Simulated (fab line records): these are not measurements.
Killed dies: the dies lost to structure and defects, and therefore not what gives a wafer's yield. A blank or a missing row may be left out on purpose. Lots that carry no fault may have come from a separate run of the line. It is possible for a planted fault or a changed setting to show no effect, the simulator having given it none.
Matching of chambers | flow n5Finfet | N5_MIM_BOT_ETCH_ETCH_04 on rieDiel-04 has 4 sister chambers
The step etches SiNx in CF4/O2, target depth 26 nm, time 13 s. 4 wafers are shown with their chamber, then 7 later ones without.

== WAFERS, EACH WITH ITS CHAMBER ==
wafer  | chamber | showerheadPlenumPTorr (Torr)
L144.4 | 2       | 2.10
L149.1 | 1       | 2.22
L153.1 | 3       | 2.32
L153.4 | 0       | 2.19

== WAFERS MISSING THEIR CHAMBER ==
wafer  | showerheadPlenumPTorr (Torr)
L153.6 | 2.35
L159.3 | 2.22
L159.4 | 2.18
L159.5 | 2.18
L157.1 | 2.35
L157.3 | 2.21
L157.6 | 2.35

== WHICH CHAMBER EACH WENT THROUGH ==
wafer  | from the rows above     | in truth
L153.6 | 3                       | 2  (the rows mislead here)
L159.3 | can't be placed: 1 or 0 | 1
L159.4 | can't be placed: 0 or 1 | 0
L159.5 | can't be placed: 0 or 1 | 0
L157.1 | 3                       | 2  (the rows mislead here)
L157.3 | can't be placed: 1 or 0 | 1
L157.6 | 3                       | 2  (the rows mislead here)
Correctly placed: 0 of 7. Can't be placed from these rows: 4 (the true chamber is among the candidates in 4). Wrongly placed: 3.
How it was worked out, from the rows above alone: a wafer's distance from a chamber is the root of the sum, over the readings, of the square of ((its reading less the chamber's mean) divided by the reading's scatter). The wafer belongs to the nearest chamber; if the next one is less than 2 further off, it can't be placed. A chamber's mean is the mean of its shown wafers. The scatter: with one shown wafer a chamber, the root of the mean of the squares of how far each hidden wafer lies from its nearest shown one.
